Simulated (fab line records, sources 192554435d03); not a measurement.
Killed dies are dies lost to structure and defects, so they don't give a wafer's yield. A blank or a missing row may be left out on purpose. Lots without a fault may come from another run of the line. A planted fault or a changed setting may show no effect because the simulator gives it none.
fab line records | flow n5_finfet
record lots=7 wafers=21
route steps=1938 shown MOL_CONTACT_COAG@523 BEOL_M0_SAQP@638 BEOL_M1@770 BEOL_M2@882 BEOL_M3@974
start_h: hours from the record's first day to the start of the lot's first wafer shown | wait_h: hours since the lot's step before | " the same as in the row above | L1.1+2: a row that stands for several wafers | - no value, or no start given | * or withheld: withheld | < > ~ a bound
route shown NAME@n: a module of which the file shows steps, and the number in the route of the first | usual: mean/standard deviation of fault-free wafers | same: alike in all rows | chamber/n: place in a boat | sites: the reading at each site | _std_site: their standard deviation | _edge_site: outer sites' mean less inner sites' | radius_mm: how far each site lies from the wafer's centre | mask NAME#n: copy n | behind: the tool/chamber that last shaped the wafer | hold: why the lot was held/for how many hours/how that ended | device: the transistor (n, p or np) that didn't switch | end of line: the same wafers' tests at the end of the route | a step without rows: its recipe alone | killed: dies lost to structure and defects at the first sort, not the wafer's yield | map: a wafer's dies, x killed, . not, _ none there
set.NAME: the setting as run; set.NAME@STEP: as run at that earlier step | model.NAME: the simulator's own value behind a step, which no gauge read
lots whose settings were changed on purpose; a table a step, a row a wafer
## steps
# step N5_MOL_CONTACT_COAG_EXPOSE_05
# recipe mask_id=CA na=0.33 source_shape=annular sigma_inner=0.4 sigma_outer=0.8 polarization=unpolarized defocus_nm=0 dose_mj=38.25
# columns lot.wafer tool chamber start_h wait_h mask set.dose_mj
L075.1+3+4 euv_scanner-01 0 97.65 - CA#0 38.25
L083.1+2+6 euv_scanner-01 0 143.47 - CA#0 38.25
L084.3+4+6 euv_scanner-02 0 149.64 - CA#0 38.25
L089.1+2 euv_scanner-02 0 181.16 - CA#0 38.25
L089.4 " 0 " " CA#0 36.92
L091.4+5 euv_scanner-02 0 190.56 - CA#0 40.5
L091.6 " 0 " " CA#0 38.25
L095.3 euv_scanner-01 0 214.19 - CA#0 40.16
L095.4+5 " 0 " " CA#0 38.25
L097.2+4+5 euv_scanner-01 0 230.67 - CA#0 38.25
# step N5_MOL_CONTACT_COAG_PEB_06
# recipe peb_temp_c=100 peb_time_s=60 resist=CAR-EUV
# step N5_MOL_CONTACT_COAG_DEVELOP_07
# recipe develop_time_s=30 developer=TMAH resist=CAR-EUV rinse_liquid=surfactant_rinse dry=air_spin dev_temp_c=23
# step N5_MOL_CONTACT_COAG_CD_MEAS_08
# recipe target_cd_nm=28 landing_energy_ev=500 detector=se_inlens polarity=opening
# usual cd_nm=27.97/0.23
# columns lot.wafer tool chamber start_h wait_h set.dose_mj@MOL_CONTACT_COAG_EXPOSE_05 cd_nm
L075.1 cd_sem-03 0 97.78 - 38.25 28.23
L075.3 " 0 " " 38.25 28.12
L075.4 " 0 " " 38.25 27.72
L083.1 cd_sem-02 0 143.60 - 38.25 27.92
L083.2 " 0 " " 38.25 27.75
L083.6 " 0 " " 38.25 27.43
L084.3 cd_sem-03 0 149.76 - 38.25 28.07
L084.4 " 0 " " 38.25 27.49
L084.6 " 0 " " 38.25 28.16
L089.1 cd_sem-02 0 181.28 - 38.25 27.79
L089.2 " 0 " " 38.25 27.80
L089.4 " 0 " " 36.92 26.85
L091.4 cd_sem-01 0 190.67 - 40.5 28.81
L091.5 " 0 " " 40.5 29.14
L091.6 " 0 " " 38.25 27.89
L095.3 cd_sem-02 0 214.30 - 40.16 29.26
L095.4 " 0 " " 38.25 28.22
L095.5 " 0 " " 38.25 28.20
L097.2 cd_sem-02 0 230.79 - 38.25 27.90
L097.4 " 0 " " 38.25 27.94
L097.5 " 0 " " 38.25 27.89
# step N5_MOL_CONTACT_COAG_DESCUM_13
# recipe chemistry=O2 time_s=7 source_power_w=50 bias_power_w=20 pressure_mtorr=20 rf_frequency_hz=2.712e+07 temp_c=40 resist=CAR-EUV o2_flow_sccm=225
# step N5_MOL_CONTACT_COAG_ETCH_59
# recipe chemistry=N2/H2 target=underlayer target_depth_a=130 mask_material=CAR-EUV time_s=10.4 ion_energy_ev=200 pressure_mtorr=30 source_w=840 bias_w=150 n2_flow_sccm=200 h2_flow_sccm=200 ends=cleared
# columns lot.wafer tool chamber start_h wait_h set.dose_mj@MOL_CONTACT_COAG_EXPOSE_05 model.MOL_CONTACT_COAG.cd_offset_nm
L075.1+3+4 rie_diel-05 3,0,2 97.96 0.0 38.25 -0.2
L083.1+2 rie_diel-06 3,2 143.75 0.0 38.25 -0.2
L083.6 " 2 " " 38.25 0
L084.3 rie_diel-06 0 150.10 0.0 38.25 0.2
L084.4 " 3 " " 38.25 -0.4
L084.6 " 1 " " 38.25 0
L089.1 rie_diel-01 0 181.50 0.0 38.25 0.4
L089.2 " 1 " " 38.25 -0.6
L089.4 " 3 " " 36.92 -1.4
L091.4 rie_diel-06 3 190.83 0.0 40.5 1
L091.5 " 0 " " 40.5 1.2
L091.6 " 3 " " 38.25 -0.4
L095.3 rie_diel-06 3 215.23 0.0 40.16 1.4
L095.4 " 0 " " 38.25 0.4
L095.5 " 3 " " 38.25 0.6
L097.2+5 rie_diel-06 3 230.96 0.0 38.25 0
L097.4 " 1 " " 38.25 -0.2
# step N5_MOL_CONTACT_COAG_ETCH_105
# recipe chemistry=CF4 target=SiARC target_depth_a=156 mask_material=CAR-EUV time_s=26 ion_energy_ev=80 pressure_mtorr=40 source_w=545 bias_w=36 Ar_flow_sccm=100 cf4_flow_sccm=100 ends=cleared
# columns lot.wafer tool chamber start_h wait_h set.dose_mj@MOL_CONTACT_COAG_EXPOSE_05 model.MOL_CONTACT_COAG.cd_offset_nm
L075.1+4 rie_diel-05 3,2 97.98 0.0 38.25 -0.2
L075.3 " 0 " " 38.25 0
L083.1+2 rie_diel-06 3,2 143.77 0.0 38.25 -0.2
L083.6 " 2 " " 38.25 0
L084.3+6 rie_diel-06 0,1 150.12 0.0 38.25 0.2
L084.4 " 3 " " 38.25 -0.4
L089.1 rie_diel-01 0 181.52 0.0 38.25 0.4
L089.2 " 1 " " 38.25 -0.6
L089.4 " 3 " " 36.92 -1.2
L091.4 rie_diel-06 3 190.85 0.0 40.5 0.8
L091.5 " 0 " " 40.5 1.2
L091.6 " 3 " " 38.25 -0.6
L095.3 rie_diel-06 3 215.25 0.0 40.16 1.4
L095.4+5 " 0,3 " " 38.25 0.4
L097.2+5 rie_diel-06 3 230.98 0.0 38.25 0
L097.4 " 1 " " 38.25 -0.2
# step N5_MOL_CONTACT_COAG_ETCH_106
# recipe chemistry=N2/H2 target=SOC target_depth_a=800 overetch_a=160 mask_material=SiARC temp_c=40 time_s=120 ion_energy_ev=200 pressure_mtorr=30 source_w=840 bias_w=150 n2_flow_sccm=200 h2_flow_sccm=200
# usual rf_vpp_V=523.2/2.2
# columns lot.wafer tool chamber start_h wait_h set.source_w rf_vpp_V
L075.1 rie_diel-05 3 98.01 0.0 840 519.1
L075.3 " 0 " " 840 523.9
L075.4 " 2 " " 840 524.9
L083.1 rie_diel-06 3 143.80 0.0 794.9 532.0
L083.2 " 2 " " 794.9 531.2
L083.6 " 2 " " 840 522.7
L084.3 rie_diel-06 0 150.15 0.0 840 521.9
L084.4 " 3 " " 840 520.5
L084.6 " 1 " " 840 525.5
L089.1 rie_diel-01 0 181.55 0.0 840 528.9
L089.2 " 1 " " 840 522.6
L089.4 " 3 " " 840 526.7
L091.4 rie_diel-06 3 190.87 0.0 986.6 493.2
L091.5 " 0 " " 840 521.2
L091.6 " 3 " " 986.6 493.7
L095.3 rie_diel-06 3 215.28 0.0 840 520.7
L095.4 " 0 " " 706.8 551.1
L095.5 " 3 " " 840 522.8
L097.2 rie_diel-06 3 231.01 0.0 882.6 513.2
L097.4 " 1 " " 882.6 517.4
L097.5 " 3 " " 882.6 512.1
# step N5_MOL_CONTACT_COAG_PECVD_31
# recipe material=SiO2 target_thk_a=460 temp_c=400 precursor=TEOS/O2 pressure_torr=6.5 rf_w=withheld teos_flow_sccm=withheld gas=O2 flow_sccm=2650 time_s=8.9
# columns lot.wafer tool chamber start_h wait_h set.temp_c model.SiO2_of_MOL_CONTACT_COAG_PECVD_31.thk_nm
L075.1 pecvd-04 1 109.03 0.3 386.7 49.6
L075.3 " 0 " " 400 46.4
L075.4 " 1 " " 386.7 50.6
L083.1+6 pecvd-03 2,1 153.17 0.3 400 46
L083.2 " 0 " " 390.4 48.4
L084.3 pecvd-02 0 158.86 0.3 400 46.6
L084.4 " 1 " " 400 46.8
L084.6 " 0 " " 400 47
L089.1 pecvd-04 0 193.92 0.3 412.2 41.8
L089.2 " 1 " " 400 45.8
L089.4 " 0 " " 412.2 42.6
L091.4+5 pecvd-03 2,1 199.47 0.3 400 46.6
L091.6 " 2 " " 400 46
L095.3 pecvd-02 1 223.95 0.3 400 46.2
L095.4 " 2 " " 400 46
L095.5 " 2 " " 400 45.6
L097.2 pecvd-02 2 245.29 0.3 400 45.2
L097.4 " 2 " " 400 45.6
L097.5 " 0 " " 408.4 44.2
# step N5_MOL_CONTACT_COAG_COAT_75
# recipe resist=SOC temp_c=250 time_s=60 spin_rpm=1500 resist_thk_nm=60
# step N5_MOL_CONTACT_COAG_COAT_76
# recipe resist=SiARC temp_c=220 time_s=60 spin_rpm=1500 resist_thk_nm=10
# step N5_MOL_CONTACT_COAG_ETCHBACK_135
# recipe chemistry=CHF3 target=SiO2 target_depth_a=250 time_s=16.7 ion_energy_ev=200 pressure_mtorr=30 source_w=610 bias_w=170 Ar_flow_sccm=200 CHF3_flow_sccm=50
# step N5_MOL_CONTACT_COAG_STRIP_118
# recipe chemistry=CHF3 resist=SiARC rf_frequency_hz=6e+07
# step N5_MOL_CONTACT_COAG_VIA_ETCH_46
# recipe chemistry=C4F6/O2 target_depth_a=460 overetch_a=92 mask_material=SOC target=SiO2 bias_w=455 pressure_mtorr=10 time_s=40 source_w=325 Ar_flow_sccm=300 C4F6_flow_sccm=10 O2_flow_sccm=10 ion_energy_ev=575.3 ends=end_point
# columns lot.wafer tool chamber start_h wait_h set.temp_c@MOL_CONTACT_COAG_PECVD_31 model.etch.depth_nm
L075.1 rie_diel-01 1 110.33 0.0 386.7 49.64
L075.3 " 0 " " 400 46.5
L075.4 " 3 " " 386.7 50.53
L083.1 rie_diel-01 1 154.29 0.0 400 45.95
L083.2 " 3 " " 390.4 48.38
L083.6 " 1 " " 400 46.09
L084.3 rie_diel-06 1 160.40 0.0 400 46.66
L084.4 " 3 " " 400 46.85
L084.6 " 2 " " 400 46.94
L089.1 rie_diel-05 0 194.99 0.0 412.2 41.73
L089.2 " 3 " " 400 45.73
L089.4 " 2 " " 412.2 42.65
L091.4 rie_diel-06 0 200.53 0.0 400 46.62
L091.5 " 2 " " 400 46.57
L091.6 " 3 " " 400 46.09
L095.3 rie_diel-06 2 225.01 0.0 400 46.12
L095.4 " 3 " " 400 45.91
L095.5 " 2 " " 400 45.6
L097.2 rie_diel-06 3 246.47 0.0 400 45.2
L097.4 " 1 " " 400 45.64
L097.5 " 3 " " 408.4 44.29
# step N5_MOL_CONTACT_COAG_STRIP_96
# recipe chemistry=N2/H2 power_w=500 temp_c=40 pressure_mtorr=50 rf_frequency_hz=6e+07 overash_fraction=0.3 bias_power_w=28 h2_frac=0.5 n2_flow_sccm=300 h2_flow_sccm=300
# step N5_MOL_CONTACT_COAG_ETCH_47
# recipe chemistry=CH3F/O2 target=SiNx target_depth_a=270 mask_material=SiO2 stop_on=W over_etch_frac=0.2 ion_energy_ev=120 endpoint=OES-CN pressure_mtorr=30 source_w=395 bias_w=73 Ar_flow_sccm=150 CH3F_flow_sccm=30 O2_flow_sccm=20 ends=end_point
# columns lot.wafer tool chamber start_h wait_h set.temp_c@MOL_CONTACT_COAG_PECVD_31 model.SiO2_of_MOL_CONTACT_COAG_PECVD_31.thk_nm
L075.1 rie_diel-01 1 110.43 0.0 386.7 47.8
L075.3 " 0 " " 400 44.8
L075.4 " 3 " " 386.7 48.8
L083.1 rie_diel-01 1 154.40 0.0 400 44.2
L083.2 " 3 " " 390.4 46.6
L083.6 " 1 " " 400 44.4
L084.3 rie_diel-06 1 160.51 0.0 400 44.8
L084.4 " 3 " " 400 45
L084.6 " 2 " " 400 45.2
L089.1 rie_diel-05 0 195.10 0.0 412.2 40
L089.2 " 3 " " 400 44
L089.4 " 2 " " 412.2 40.8
L091.4+5 rie_diel-06 0,2 200.64 0.0 400 44.8
L091.6 " 3 " " 400 44.2
L095.3 rie_diel-06 2 225.11 0.0 400 44.4
L095.4 " 3 " " 400 44.2
L095.5 " 2 " " 400 43.8
L097.2 rie_diel-06 3 246.57 0.0 400 43.4
L097.4 " 1 " " 400 43.8
L097.5 " 3 " " 408.4 42.6
# step N5_BEOL_M0_SAQP_PECVD_04
# recipe material=a-Si target_thk_a=600 temp_c=350 precursor=SiH4/He pressure_torr=3 rf_w=100 time_s=60.2
# columns lot.wafer tool chamber start_h wait_h set.time_s model.a-Si_of_BEOL_M0_SAQP_PECVD_04.thk_nm
L075.1 pecvd-01 2 128.60 0.0 60.2 60.2
L075.3 " 1 " " 60.2 60.4
L075.4 " 1 " " 60.2 61.8
L083.1 pecvd-01 2 161.59 0.0 60.2 60
L083.2 " 1 " " 60.2 60.2
L083.6 " 0 " " 60.2 61
L084.3 pecvd-04 0 167.39 0.0 60.2 59.6
L084.4+6 " 2,0 " " 60.2 60.6
L089.1 pecvd-03 2 203.42 0.0 60.2 60.2
L089.2 " 1 " " 60.2 59.8
L089.4 " 1 " " 60.2 61.2
L091.4+6 pecvd-01 2,1 207.79 0.0 60.2 60.2
L091.5 " 0 " " 60.2 59.8
L095.3 pecvd-04 0 232.32 0.0 60.2 59
L095.4+5 " 1,0 " " 55.51 55.4
L097.2 pecvd-03 2 253.47 0.0 60.2 59.2
L097.4 " 2 " " 54.32 55.4
L097.5 " 1 " " 60.2 61.2
# step N5_BEOL_M0_SAQP_THK_MEAS_05
# usual thk_nm=60.1/0.92
# columns lot.wafer tool chamber start_h wait_h set.time_s@BEOL_M0_SAQP_PECVD_04 thk_nm
L075.1 film_metro-02 - 128.69 0.1 60.2 60.2
L075.3 " - " " 60.2 60.4
L075.4 " - " " 60.2 61.7
L083.1 film_metro-01 - 161.68 0.1 60.2 60.0
L083.2 " - " " 60.2 60.3
L083.6 " - " " 60.2 61.1
L084.3 film_metro-02 - 167.49 0.1 60.2 59.7
L084.4 " - " " 60.2 60.6
L084.6 " - " " 60.2 60.5
L089.1 film_metro-02 - 203.55 0.1 60.2 60.1
L089.2 " - " " 60.2 59.8
L089.4 " - " " 60.2 61.2
L091.4 film_metro-02 - 207.87 0.0 60.2 60.2
L091.5 " - " " 60.2 59.9
L091.6 " - " " 60.2 60.2
L095.3 film_metro-01 - 232.41 0.1 60.2 59.0
L095.4 " - " " 55.51 55.3
L095.5 " - " " 55.51 55.4
L097.2 film_metro-02 - 253.56 0.1 60.2 59.2
L097.4 " - " " 54.32 55.3
L097.5 " - " " 60.2 61.3
# step N5_BEOL_M0_SAQP_ETCH_106
# recipe chemistry=N2/H2 target=SOC target_depth_a=1500 stop_on=SiNx ion_energy_ev=100 bias_w=61 pressure_mtorr=30 source_w=850 n2_flow_sccm=200 h2_flow_sccm=200
# columns lot.wafer tool chamber start_h wait_h set.target_depth_a model.SOC_of_BEOL_M0_SAQP_COAT_105.thk_nm
L075.1 rie_diel-03 1 132.98 - 1500 24.2
L075.3 " 0 " " 1349 33.6
L075.4 " 3 " " 1349 31.8
L083.1 rie_diel-03 1 164.79 - 1676 15.4
L083.2 " 2 " " 1500 24.6
L083.6 " 2 " " 1500 24.4
L084.3 rie_diel-04 0 170.32 - 1500 24.6
L084.4 " 1 " " 1500 22.6
L084.6 " 1 " " 1500 23.6
L089.1 rie_diel-02 2 206.41 - 1500 21.6
L089.2 " 3 " " 1500 22
L089.4 " 0 " " 1500 26.8
L091.4 rie_diel-04 0 210.65 - 1443 28.2
L091.5 " 3 " " 1500 24
L091.6 " 2 " " 1500 25.2
L095.3 rie_diel-03 1 235.58 - 1500 24.8
L095.4 " 2 " " 1656 17.4
L095.5 " 2 " " 1500 25.6
L097.2 rie_diel-02 3 256.36 - 1500 22.2
L097.4 " 2 " " 1449 24.4
L097.5 " 3 " " 1449 25
# step N5_BEOL_M1_ETCH_64
# recipe chemistry=N2/H2 target=SOC target_depth_a=750 overetch_a=150 mask_material=SiARC temp_c=40 time_s=112.5 ion_energy_ev=200 pressure_mtorr=30 source_w=840 bias_w=150 n2_flow_sccm=200 h2_flow_sccm=200
# usual rf_vpp_V=523.8/2.3
# columns lot.wafer tool chamber start_h wait_h set.bias_w rf_vpp_V model.SiARC_of_BEOL_M1_COAT_62.thk_nm
L075.1 rie_diel-03 1 141.48 0.0 150 526.9 6.8
L075.3 " 0 " " 150 524.6 7
L075.4 " 2 " " 150 521.8 6.8
L083.1 rie_diel-03 3 176.70 0.0 150 523.6 6.8
L083.2 " 0 " " 167.5 559.8 6.2
L083.6 " 1 " " 167.5 563.2 6
L084.3 rie_diel-04 3 180.82 0.0 150 523.9 6.8
L084.4 " 2 " " 150 523.7 7
L084.6 " 3 " " 150 523.5 6.8
L089.1 rie_diel-03 3 219.73 0.0 135.2 490.4 7.4
L089.2 " 0 " " 150 523.6 6.8
L089.4 " 1 " " 150 525.1 6.8
L091.4 rie_diel-02 3 223.34 0.0 162.2 550.0 6
L091.5 " 1 " " 150 526.1 6.8
L091.6 " 2 " " 162.2 551.1 6
L095.3 rie_diel-03 1 247.25 0.0 140.1 503.5 7.2
L095.4 " 2 " " 140.1 500.6 7.2
L095.5 " 3 " " 150 524.1 6.8
L097.2 rie_diel-02 0 269.96 0.0 150 525.0 7.2
L097.4 " 1 " " 150 526.7 7
L097.5 " 0 " " 150 526.4 7.2
# step N5_BEOL_M2_ALD_98
# recipe material=SiO2 target_thk_a=25 temp_c=100 ald_precursor_family=BDEAS ald_co_reactant=O2-plasma pulse_time_s=1 co_reactant_pulse_time_s=1 purge_time_s=2 co_reactant_purge_time_s=2 ald_cycles=17 pressure_torr=2
# columns lot.wafer tool chamber start_h wait_h set.ald_cycles model.SiO2_of_BEOL_M2_ALD_98.thk_nm
L075.1+3 ald_sin-04 3,0 156.45 0.1 16 2.4
L075.4 " 3 " " 17 2.6
L083.1 ald_sin-04 1 189.18 0.9 15 2.2
L083.2+6 " 0,3 " " 17 2.6
L084.3 ald_sin-04 1 192.50 0.5 17 2.4
L084.4+6 " 3,0 " " 17 2.6
L089.1+2+4 ald_sin-01 0,3,2 229.38 0.1 17 2.6
L091.4 ald_sin-01 0 237.39 0.0 14 2
L091.5 " 0 " " 17 2.4
L091.6 " 3 " " 17 2.6
L095.3 ald_sin-03 1 257.10 0.1 20 3
L095.4 " 2 " " 17 2.6
L095.5 " 2 " " 17 2.4
L097.2+5 ald_sin-04 2,0 289.74 0.1 16 2.4
L097.4 " 3 " " 17 2.6
# step N5_BEOL_M2_TRENCH_ETCH_37
# recipe chemistry=C4F6/O2 target_depth_a=555.55 target=SiOC time_s=29.2 ion_energy_ev=250 pressure_mtorr=30 source_w=355 bias_w=185 Ar_flow_sccm=300 C4F6_flow_sccm=10 O2_flow_sccm=10
# usual rf_vpp_V=661/10
# columns lot.wafer tool chamber start_h wait_h set.bias_w rf_vpp_V
L075.1 rie_diel-05 1 - - 206.8 723
L075.3 " 2 " " 206.8 725
L075.4 " 2 " " 185 665
L083.1 rie_diel-01 0 - - 185 662
L083.2 " 1 " " 185 669
L083.6 " 1 " " 203.6 721
L084.3 rie_diel-05 3 - - 185 646
L084.4 " 0 " " 185 677
L084.6 " 2 " " 185 663
L089.1 rie_diel-01 0 - - 185 662
L089.2 " 2 " " 185 670
L089.4 " 3 " " 216.2 734
L091.4 rie_diel-01 0 - - 162.1 597
L091.5 " 0 " " 185 664
L091.6 " 3 " " 185 648
L095.3 rie_diel-01 3 - - 154.7 563
L095.4 " 2 " " 185 668
L095.5 " 3 " " 185 650
L097.2 rie_diel-01 1 - - 185 669
L097.4 " 2 " " 185 667
L097.5 " 3 " " 185 648
# step N5_BEOL_M3_ETCH_70
# recipe chemistry=N2/H2 target=SOC target_depth_a=800 overetch_a=160 mask_material=SiARC temp_c=40 time_s=120 ion_energy_ev=200 pressure_mtorr=30 source_w=840 bias_w=150 n2_flow_sccm=200 h2_flow_sccm=200
# columns lot.wafer tool chamber start_h wait_h set.time_s model.SiARC_of_BEOL_M3_COAT_68.thk_nm
L075.1+4 rie_diel-02 3 172.26 0.0 120 6.2
L075.3 " 1 " " 131.8 5.8
L084.3+4+6 rie_diel-03 3,2,3 214.90 0.0 120 6.2
L083.1+6 rie_diel-04 2 214.94 0.0 131.5 5.8
L083.2 " 0 " " 131.5 6
L089.1 rie_diel-02 3 248.22 0.0 93.44 7.4
L089.2 " 0 " " 120 6.8
L089.4 " 1 " " 93.44 7.8
L091.4+6 rie_diel-02 2 249.99 0.0 120 6.2
L091.5 " 1 " " 120 6.6
L095.3+4 rie_diel-02 2 276.95 0.0 95.22 7.4
L095.5 " 1 " " 120 6.4
L097.2 rie_diel-02 3 310.38 0.0 120 6.2
L097.4 " 0 " " 132.2 6.2
L097.5 " 1 " " 120 6.4
## key
split step=N5_MOL_CONTACT_COAG_EXPOSE_05 setting=dose_mj stated=38.25 by=wafer
response step=N5_MOL_CONTACT_COAG_CD_MEAS_08 reading=cd_nm change=+0.208 per=1% r=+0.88
response step=N5_MOL_CONTACT_COAG_ETCH_59 reading=model.MOL_CONTACT_COAG.cd_offset_nm change=+0.249 per=1% r=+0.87
response step=N5_MOL_CONTACT_COAG_ETCH_105 reading=model.MOL_CONTACT_COAG.cd_offset_nm change=+0.255 per=1% r=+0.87
split step=N5_MOL_CONTACT_COAG_ETCH_106 setting=source_w stated=840 by=wafer
response step=N5_MOL_CONTACT_COAG_ETCH_106 reading=rf_vpp_V change=-1.71 per=1% r=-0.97
split step=N5_MOL_CONTACT_COAG_PECVD_31 setting=temp_c stated=400 by=wafer
response step=N5_MOL_CONTACT_COAG_PECVD_31 reading=model.SiO2_of_MOL_CONTACT_COAG_PECVD_31.thk_nm change=-1.03 per=1% r=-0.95
response step=N5_MOL_CONTACT_COAG_VIA_ETCH_46 reading=model.etch.depth_nm change=-1.01 per=1% r=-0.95
response step=N5_MOL_CONTACT_COAG_ETCH_47 reading=model.SiO2_of_MOL_CONTACT_COAG_PECVD_31.thk_nm change=-0.99 per=1% r=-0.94
split step=N5_BEOL_M0_SAQP_PECVD_04 setting=time_s stated=60.2 by=wafer
response step=N5_BEOL_M0_SAQP_PECVD_04 reading=model.a-Si_of_BEOL_M0_SAQP_PECVD_04.thk_nm change=+0.48 per=1% r=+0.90
response step=N5_BEOL_M0_SAQP_THK_MEAS_05 reading=thk_nm change=* per=1% r=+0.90
split step=N5_BEOL_M0_SAQP_ETCH_106 setting=target_depth_a stated=1500 by=wafer
response step=N5_BEOL_M0_SAQP_ETCH_106 reading=model.SOC_of_BEOL_M0_SAQP_COAT_105.thk_nm change=-0.792 per=1% r=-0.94
split step=N5_BEOL_M1_ETCH_64 setting=bias_w stated=150 by=wafer
response step=N5_BEOL_M1_ETCH_64 reading=rf_vpp_V change=+3.27 per=1% r=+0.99
response step=N5_BEOL_M1_ETCH_64 reading=model.SiARC_of_BEOL_M1_COAT_62.thk_nm change=-0.0677 per=1% r=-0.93
split step=N5_BEOL_M2_ALD_98 setting=ald_cycles stated=17 by=wafer
response step=N5_BEOL_M2_ALD_98 reading=model.SiO2_of_BEOL_M2_ALD_98.thk_nm change=+0.0297 per=1% r=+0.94
split step=N5_BEOL_M2_TRENCH_ETCH_37 setting=bias_w stated=185 by=wafer
response step=N5_BEOL_M2_TRENCH_ETCH_37 reading=rf_vpp_V change=+4.98 per=1% r=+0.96
split step=N5_BEOL_M3_ETCH_70 setting=time_s stated=120 by=wafer
response step=N5_BEOL_M3_ETCH_70 reading=model.SiARC_of_BEOL_M3_COAT_68.thk_nm change=-0.0388 per=1% r=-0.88
